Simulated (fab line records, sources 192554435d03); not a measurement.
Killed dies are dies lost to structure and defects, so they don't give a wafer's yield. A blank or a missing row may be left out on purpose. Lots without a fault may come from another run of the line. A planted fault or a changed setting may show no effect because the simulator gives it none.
fab line records | flow n5_finfet
record lots=5 wafers=14 last_day=17
route steps=1938 shown BEOL_M11@1542 PASSIVATION@1936
lots that met no fault: from a run of the same line without faults
start_h: hours from the record's first day to the start of the lot's first wafer shown | wait_h: hours since the lot's step before | " the same as in the row above | L1.1+2: a row that stands for several wafers | - no value, or no start given | * or withheld: withheld | < > ~ a bound
route shown NAME@n: a module of which the file shows steps, and the number in the route of the first | usual: mean/standard deviation of fault-free wafers | same: alike in all rows | chamber/n: place in a boat | sites: the reading at each site | _std_site: their standard deviation | _edge_site: outer sites' mean less inner sites' | radius_mm: how far each site lies from the wafer's centre | mask NAME#n: copy n | behind: the tool/chamber that last shaped the wafer | hold: why the lot was held/for how many hours/how that ended | device: the transistor (n, p or np) that didn't switch | end of line: the same wafers' tests at the end of the route | a step without rows: its recipe alone | killed: dies lost to structure and defects at the first sort, not the wafer's yield | map: a wafer's dies, x killed, . not, _ none there
set.NAME: the setting as run; set.NAME@STEP: as run at that earlier step | model.NAME: the simulator's own value behind a step, which no gauge read
lots at some steps of the route; a table a step, a row a wafer
services: from which hour (start_h, from the record's first day; less than 0 if before it) a tool's chamber was out of use, for how many hours, and why
## steps
# step N5_BEOL_M11_COAT_60
# recipe resist=SiARC temp_c=220 time_s=60 spin_rpm=1500 resist_thk_nm=30
# step N5_BEOL_M11_COAT_05
# recipe resist=CAR-ArF spin_rpm=1500 resist_thk_nm=90
# step N5_BEOL_M11_EBR_07
# recipe solvent=PGMEA ebr_width_mm=1.5
# step N5_BEOL_M11_SOFTBAKE_06
# recipe temp_c=110 time_s=60 resist=CAR-ArF
# step N5_BEOL_M11_EXPOSE_08
# recipe mask_id=M11 na=1.35 source_shape=dipole sigma_inner=0.411 sigma_outer=0.611 polarization=te dose_mj=53.75
# step N5_BEOL_M11_PEB_09
# recipe peb_temp_c=withheld peb_time_s=60 resist=CAR-ArF
# step N5_BEOL_M11_DEVELOP_10
# recipe develop_time_s=30 developer=TMAH resist=CAR-ArF rinse_liquid=diw dry=air_spin dev_temp_c=23
# step N5_BEOL_M11_CD_MEAS_11
# recipe target_cd_nm=64.1 landing_energy_ev=500 detector=se_inlens polarity=opening
# usual cd_nm=64.2/0.72
# columns lot.wafer tool chamber start_h wait_h cd_nm
L781.3 cd_sem-01 0 250.76 - 63.8
L781.5 " 0 " " 64.1
L781.6 " 0 " " 64.2
L783.1 cd_sem-01 0 267.17 - 62.7
L783.4 " 0 " " 63.7
L783.5 " 0 " " 62.5
L789.2 cd_sem-03 0 313.64 - 64.9
L789.3 " 0 " " 64.5
L797.2 cd_sem-03 0 336.48 - 64.3
L797.3 " 0 " " 64.7
L797.6 " 0 " " 63.6
L800.1 cd_sem-02 0 370.87 - 64.1
L800.3 " 0 " " 65.3
L800.6 " 0 " " 64.6
# step N5_BEOL_M11_OVL_MEAS_12
# recipe points_per_wafer=44
# usual M11_OVL=0.0/0.78
# columns lot.wafer tool chamber start_h wait_h M11_OVL[nm]
L781.3 overlay-01 0 250.78 0.0 -0.7
L781.5 " 0 " " -0.3
L781.6 " 0 " " -1.1
L783.1 overlay-01 0 267.20 0.0 0.9
L783.4 " 0 " " -0.6
L783.5 " 0 " " -1.4
L789.2 overlay-01 0 313.67 0.0 -0.9
L789.3 " 0 " " 0.0
L797.2 overlay-01 0 336.51 0.0 1.5
L797.3 " 0 " " 1.5
L797.6 " 0 " " 0.5
L800.1 overlay-01 0 370.90 0.0 -1.1
L800.3 " 0 " " -0.5
L800.6 " 0 " " -1.7
# step N5_BEOL_M11_INSPECT_13
# recipe mode=adi inspect_instrument=brightfield
# usual raw_defect_count=428/89
# columns lot.wafer tool chamber start_h wait_h raw_defect_count
L781.3 defect_inspect-02 - 250.81 0.0 364
L781.5 " - " " 361
L781.6 " - " " 449
L783.1 defect_inspect-01 - 267.23 0.0 362
L783.4 " - " " 292
L783.5 " - " " 300
L789.2 defect_inspect-01 - 313.69 0.0 369
L789.3 " - " " 387
L797.2 defect_inspect-01 - 336.54 0.0 370
L797.3 " - " " 455
L797.6 " - " " 397
L800.1 defect_inspect-01 - 370.93 0.0 507
L800.3 " - " " 460
L800.6 " - " " 526
# step N5_BEOL_M11_DESCUM_16
# recipe chemistry=O2 time_s=7.9 source_power_w=50 bias_power_w=20 pressure_mtorr=20 rf_frequency_hz=2.712e+07 temp_c=40 resist=CAR-ArF o2_flow_sccm=225
# usual drypump_motor_current_A=5.7/0.44 oes_product_au=0.79/0.075 rf_fwd_power_W=49.29/0.22 rf_vpp_V=242.5/1.6 showerhead_plenum_p_Torr=2.05/0.083 throttle_valve_pct=20.48/0.24
# columns lot.wafer tool chamber start_h wait_h drypump_motor_current_A oes_product_au rf_fwd_power_W rf_hours_counter_h rf_vpp_V showerhead_plenum_p_Torr throttle_valve_pct
L781.3 rie_diel-02 0 250.92 0.1 5.0 0.77 48.98 168 239.5 1.92 20.59
L781.5 " 0 " " 5.0 0.77 49.13 - 239.8 1.92 20.60
L781.6 " 1 " " 5.2 0.88 49.15 - 242.2 2.05 20.09
L783.1 rie_diel-04 2 267.34 0.1 5.5 0.93 49.42 22 243.9 2.16 20.50
L783.4 " 0 " " 6.4 0.76 49.57 139 240.7 1.93 20.59
L783.5 " 0 " " 6.3 0.76 49.63 - 239.5 1.93 20.59
L789.2 rie_diel-02 0 313.75 0.1 5.0 0.75 49.12 190 239.2 1.91 20.61
L789.3 " 2 " " 5.7 0.95 49.56 10 243.1 2.04 20.01
L797.2 rie_diel-04 0 336.57 0.0 6.3 0.74 49.15 161 238.5 1.92 20.60
L797.3 " 2 " " 5.5 0.88 49.35 42 243.2 2.16 20.54
L797.6 " 0 " " 6.3 0.74 49.34 - 239.4 1.92 20.61
L800.1 rie_diel-04 0 370.96 0.0 6.3 0.72 49.23 173 240.2 1.92 20.64
L800.3 " 1 " " 6.2 0.74 49.04 157 243.6 2.07 20.31
L800.6 " 3 " " 6.1 0.86 48.79 - 241.9 2.04 20.41
# step N5_BEOL_M11_ETCH_61
# recipe chemistry=CF4 target=SiARC target_depth_a=390 mask_material=CAR-ArF time_s=65 ion_energy_ev=80 pressure_mtorr=40 source_w=545 bias_w=36 Ar_flow_sccm=100 cf4_flow_sccm=100 ends=cleared
# usual bias_w=36.00/0.11 drypump_motor_current_A=5.7/0.45 etch_rf_on_time_s=64.7/1.4 oes_product_au=0.67/0.062 rf_fwd_power_W=537.5/2.4 rf_vpp_V=183.5/1.3 showerhead_plenum_p_Torr=2.11/0.078 throttle_valve_pct=15.66/0.23
# columns lot.wafer tool chamber start_h wait_h bias_w drypump_motor_current_A etch_rf_on_time_s oes_product_au rf_fwd_power_W rf_hours_counter_h rf_vpp_V showerhead_plenum_p_Torr throttle_valve_pct
L781.3 rie_diel-02 0 250.96 0.0 35.89 5.0 64.1 0.66 531.5 168 180.4 1.98 15.76
L781.5 " 0 " " 35.88 5.0 64.1 0.65 533.1 - 182.5 1.98 15.77
L781.6 " 1 " " 36.09 5.2 63.9 0.75 533.7 - 184.3 2.09 15.21
L783.1 rie_diel-04 2 267.37 0.0 35.84 5.5 64.8 0.77 535.5 22 184.7 2.19 15.48
L783.4 " 0 " " 36.25 6.4 67.1 0.63 539.9 139 183.5 2.00 15.83
L783.5 " 0 " " 36.11 6.4 67.0 0.64 539.4 - 179.7 2.00 15.80
L789.2 rie_diel-02 0 313.78 0.0 35.85 5.0 64.9 0.64 538.9 190 181.2 1.97 15.81
L789.3 " 2 " " 36.11 5.8 63.7 0.83 539.3 10 184.9 2.11 15.20
L797.2 rie_diel-04 0 336.60 0.0 35.95 6.4 66.3 0.63 540.6 161 180.7 1.99 15.85
L797.3 " 2 " " 36.06 5.5 65.3 0.74 539.5 42 185.7 2.19 15.54
L797.6 " 0 " " 35.97 6.4 66.8 0.63 539.1 - 182.4 1.99 15.85
L800.1 rie_diel-04 0 371.00 0.0 35.98 6.3 67.9 0.62 538.7 173 180.2 1.99 15.88
L800.3 " 1 " " 36.04 6.2 63.2 0.65 537.4 157 183.5 2.14 15.64
L800.6 " 3 " " 35.94 6.0 62.7 0.74 537.3 - 182.3 2.08 15.53
# step N5_BEOL_M11_ETCH_62
# recipe chemistry=N2/H2 target=SOC target_depth_a=1100 overetch_a=220 mask_material=SiARC temp_c=40 time_s=165 ion_energy_ev=200 pressure_mtorr=30 source_w=840 bias_w=150 n2_flow_sccm=200 h2_flow_sccm=200
# usual bias_w=150.0/0.47 drypump_motor_current_A=5.7/0.44 oes_product_au=0.67/0.057 rf_fwd_power_W=836.6/2.7 rf_vpp_V=522.5/2.8 showerhead_plenum_p_Torr=2.50/0.098 throttle_valve_pct=17.85/0.2
# columns lot.wafer tool chamber start_h wait_h bias_w drypump_motor_current_A oes_product_au rf_fwd_power_W rf_hours_counter_h rf_vpp_V showerhead_plenum_p_Torr throttle_valve_pct model.SiARC_of_BEOL_M11_COAT_60.thk_nm
L781.3 rie_diel-02 0 251.01 0.0 150.2 5.0 0.65 835.7 168 518.7 2.35 18.04 23.6
L781.5 " 0 " " 149.9 5.0 0.65 832.9 - 518.7 2.35 18.03 23.4
L781.6 " 1 " " 150.1 5.2 0.73 841.1 - 523.0 2.48 17.55 23.6
L783.1 rie_diel-04 2 267.42 0.0 150.0 5.5 0.76 838.4 22 525.1 2.59 17.66 23.8
L783.4 " 0 " " 149.4 6.3 0.64 836.2 139 518.7 2.33 17.89 23.6
L783.5 " 0 " " 150.1 6.3 0.64 837.2 - 518.8 2.33 17.90 23.6
L789.2 rie_diel-02 0 313.83 0.0 150.2 5.0 0.64 834.4 190 517.3 2.34 18.07 23.6
L789.3 " 2 " " 149.8 5.8 0.78 840.5 10 522.3 2.51 17.55 22.6
L797.2 rie_diel-04 0 336.65 0.0 149.5 6.4 0.63 835.1 161 518.1 2.33 17.93 23.4
L797.3 " 2 " " 150.1 5.5 0.74 838.1 42 524.5 2.58 17.70 23.8
L797.6 " 0 " " 149.8 6.4 0.63 834.9 - 517.4 2.33 17.94 23.4
L800.1 rie_diel-04 0 371.05 0.0 150.3 6.4 0.63 842.7 173 518.5 2.32 17.95 23.6
L800.3 " 1 " " 150.5 6.2 0.63 839.5 157 522.8 2.54 17.86 23.4
L800.6 " 3 " " 149.1 6.0 0.71 837.3 - 523.1 2.47 17.68 23.2
# step N5_BEOL_M11_STRIP_68
# recipe chemistry=N2/H2 temp_c=40 n2_flow_sccm=200 h2_flow_sccm=200 rf_frequency_hz=6e+07
# step N5_BEOL_M11_STRIP_67
# recipe chemistry=CF4 resist=SiARC power_w=300 bias_power_w=75 pressure_mtorr=50 cf4_flow_sccm=150 rf_frequency_hz=6e+07
# usual drypump_motor_current_A=5.7/0.45 oes_product_au=0.78/0.067 power_w=300.1/0.95 rf_vpp_V=270.5/1.6 showerhead_plenum_p_Torr=1.76/0.064 throttle_valve_pct=13.62/0.25
# columns lot.wafer tool chamber start_h wait_h drypump_motor_current_A oes_product_au power_w rf_hours_counter_h rf_vpp_V showerhead_plenum_p_Torr throttle_valve_pct
L781.3 rie_diel-02 0 251.15 0.0 5.0 0.76 300.5 168 269.9 1.65 13.71
L781.5 " 0 " " 5.0 0.76 300.5 - 267.6 1.65 13.73
L781.6 " 1 " " 5.2 0.86 298.8 - 270.7 1.75 13.18
L783.1 rie_diel-04 2 267.57 0.0 5.5 0.91 299.7 22 271.2 1.84 13.42
L783.4 " 0 " " 6.4 0.77 299.6 139 268.2 1.68 13.75
L783.5 " 0 " " 6.4 0.76 299.3 - 266.6 1.68 13.75
L789.2 rie_diel-02 0 313.98 0.0 5.0 0.75 300.9 190 267.4 1.65 13.79
L789.3 " 2 " " 5.8 0.96 301.8 10 269.8 1.76 13.15
L797.2 rie_diel-04 0 336.80 0.0 6.3 0.74 299.9 161 267.4 1.67 13.80
L797.3 " 2 " " 5.5 0.86 301.1 42 270.2 1.84 13.49
L797.6 " 0 " " 6.4 0.74 301.0 - 270.0 1.67 13.80
L800.1 rie_diel-04 0 371.19 0.0 6.4 0.74 298.9 173 269.1 1.67 13.82
L800.3 " 1 " " 6.2 0.74 301.9 157 270.2 1.79 13.62
L800.6 " 3 " " 6.0 0.84 299.4 - 270.0 1.74 13.43
# step N5_BEOL_M11_HM_OPEN_17
# recipe chemistry=Cl2/BCl3 target_depth_a=200 overetch_a=60 target=TiN mask_material=SOC ion_energy_ev=150 pressure_mtorr=10 icp_w=1000 bias_w=126 Cl2_flow_sccm=53.25 bcl3_flow_sccm=21.75 Ar_flow_sccm=25
# usual bias_w=125.9/0.33 drypump_motor_current_A=6.0/0.48 he_backside_leak_sccm=3.41/0.21 oes_product_au=0.68/0.062 rf_fwd_power_W=993.9/2.8 throttle_valve_pct=22.1/0.3
# columns lot.wafer tool chamber start_h wait_h bias_w drypump_motor_current_A he_backside_leak_sccm oes_product_au rf_fwd_power_W rf_hours_counter_h throttle_valve_pct model.etch.depth_nm
L781.3 rie_metal-03 0 251.23 0.1 126.0 6.4 3.54 0.74 997.4 - 22.1 19.91
L781.5 " 1 " " 125.8 6.4 3.19 0.69 990.5 - 22.1 19.61
L781.6 " 0 " " 126.2 6.4 3.61 0.73 999.0 - 22.1 20
L783.1 rie_metal-03 1 267.61 0.0 125.8 6.4 4.75 0.69 994.6 29 22.1 19.92
L783.4 " 1 " " 125.7 6.4 3.25 0.69 994.7 - 22.1 19.88
L783.5 " 1 " " 126.3 6.4 3.15 0.69 997.7 - 22.1 20.01
L789.2 rie_metal-02 0 314.02 0.0 126.0 5.6 3.48 0.60 992.3 80 22.0 20.19
L789.3 " 0 " " 125.3 5.6 3.27 0.56 991.7 - 22.1 18.34
L797.2 rie_metal-02 1 336.84 0.0 125.9 6.0 3.57 0.65 988.4 52 22.6 20.19
L797.3 " 0 " " 125.4 5.6 3.07 0.59 991.2 - 22.0 20.19
L797.6 " 1 " " 126.0 6.0 3.36 0.65 992.4 - 22.6 20.39
L800.1 rie_metal-03 1 371.23 0.0 125.9 6.4 3.21 0.67 995.1 37 22.1 19.58
L800.3 " 1 " " 125.6 6.4 3.18 0.68 995.0 - 22.1 20.03
L800.6 " 0 " " 126.0 6.3 3.67 0.70 995.3 - 22.1 19.72
# step N5_BEOL_M11_STRIP_19
# recipe chemistry=O2 power_w=400 temp_c=40 pressure_mtorr=30 rf_frequency_hz=6e+07 bias_power_w=0 overash_fraction=0.2 o2_flow_sccm=225
# usual drypump_motor_current_A=5.8/0.4 oes_product_au=0.80/0.081 rf_vpp_V=3.6/0.57 showerhead_plenum_p_Torr=2.07/0.076 throttle_valve_pct=16.70/0.23
# columns lot.wafer tool chamber start_h wait_h drypump_motor_current_A oes_product_au rf_hours_counter_h rf_vpp_V showerhead_plenum_p_Torr throttle_valve_pct
L781.3 rie_diel-04 1 251.36 0.1 6.2 0.78 120 4.3 2.09 16.52
L781.5 " 3 " " 6.1 0.91 - 2.8 2.06 16.55
L781.6 " 2 " " 5.5 0.93 - 3.0 2.17 16.66
L783.1 rie_diel-04 0 267.73 0.1 6.4 0.76 139 4.2 1.93 16.80
L783.4 " 2 " " 5.5 0.92 22 4.4 2.17 16.64
L783.5 " 0 " " 6.3 0.76 - 3.7 1.93 16.77
L789.2 rie_diel-03 2 314.13 0.1 5.7 0.81 95 3.3 2.11 16.71
L789.3 " 3 " " 6.3 0.77 142 3.9 2.19 16.77
L797.2 rie_diel-02 2 336.95 0.1 5.7 0.96 16 3.5 2.04 16.22
L797.3 " 1 " " 5.2 0.85 72 3.7 2.04 16.38
L797.6 " 0 " " 5.0 0.76 - 3.2 1.92 16.88
L800.1 rie_diel-03 3 371.34 0.1 6.3 0.75 160 4.0 2.18 16.79
L800.3 " 2 " " 5.7 0.78 114 3.7 2.10 16.75
L800.6 " 1 " " 5.8 0.85 - 3.6 2.13 16.54
# step N5_PASSIVATION_PROBE_49
# usual defect_limited_yield=91.3/1.5 killed_at_M0_to_M3=31/11 killed_at_M4_up=14/5.1 killed_at_contacts=12/5.6 killed_at_front_end=42/12 killed_at_other=3.8/2.9 killed_dies=103/18 killed_on_rim=14/4.5 killed_open=67/14 killed_short=33/8 sort_bin_5_function=5.1/1 sort_bin_6_memory=3.2/0.75 sort_n_pass=1077/18 sort_yield_pct=91.3/1.5
# same gross_dies=1180 killed_at_back_side=0 sort_bin_4_leakage[%]=0 sort_bin_8_speed[%]=0
# columns lot.wafer tool chamber start_h wait_h defect_limited_yield[%] killed_at_M0_to_M3 killed_at_M4_up killed_at_contacts killed_at_front_end killed_at_other killed_dies killed_on_rim killed_open killed_short sort_bin_5_function[%] sort_bin_6_memory[%] sort_n_pass sort_yield_pct[%]
L789.3 prober-02 - 368.01 0.1 93.2 26 13 18 21 2 80 9 58 20 4.6 2.0 1100 93.2
# killed by level:class
L789.3 MOL_CONTACT_COAG:geometric_particle:open=13 FIN_SAQP:geometric_particle:open=9 BEOL_M0_SAQP:geometric_particle:open=6 BEOL_M1:geometric_particle:open=6 BEOL_M4:geometric_particle:open=5 MOL_CONTACT_COAG:geometric_particle:short=5 BEOL_M0:geometric_particle:open=5 BEOL_M0_SAQP:geometric_particle:short=3
## services
# columns tool chamber start_h hours kind
rie_diel-03 0 239.43 7.2 repair
rie_diel-02 0 259.82 6.2 repair
rie_diel-02 2 266.34 - clean
rie_diel-02 2 266.34 - consumable_replace:focus_ring
rie_diel-02 2 266.34 18.4 scheduled_down
rie_diel-02 2 266.34 18.4 vent_cycle
rie_diel-04 2 277.56 5.6 repair
rie_metal-02 1 281.50 1.1 repair
rie_diel-03 3 325.77 3.3 repair
rie_metal-03 - 333.44 0.5 repair
## key
first_sign none at tools or gauges
model_effect step=N5_BEOL_M11_ETCH_62 value=SiARC_of_BEOL_M11_COAT_60.thk_nm without=23.4 struck=22.6
model_effect step=N5_BEOL_M11_HM_OPEN_17 value=etch.depth_nm without=19.9 struck=18.34
met_at N5_BEOL_M11_ETCH_62
struck_wafers L789.3
onset_between 251.01 313.83
fault kind=process_parameter_drift tool=rie_diel-02 chamber=- onset_h=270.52 steps=N5_BEOL_M11_ETCH_62 channel=time_s offset=* shape=step end_h=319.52 scope=struck_wafers_only acts_in=* stated=*
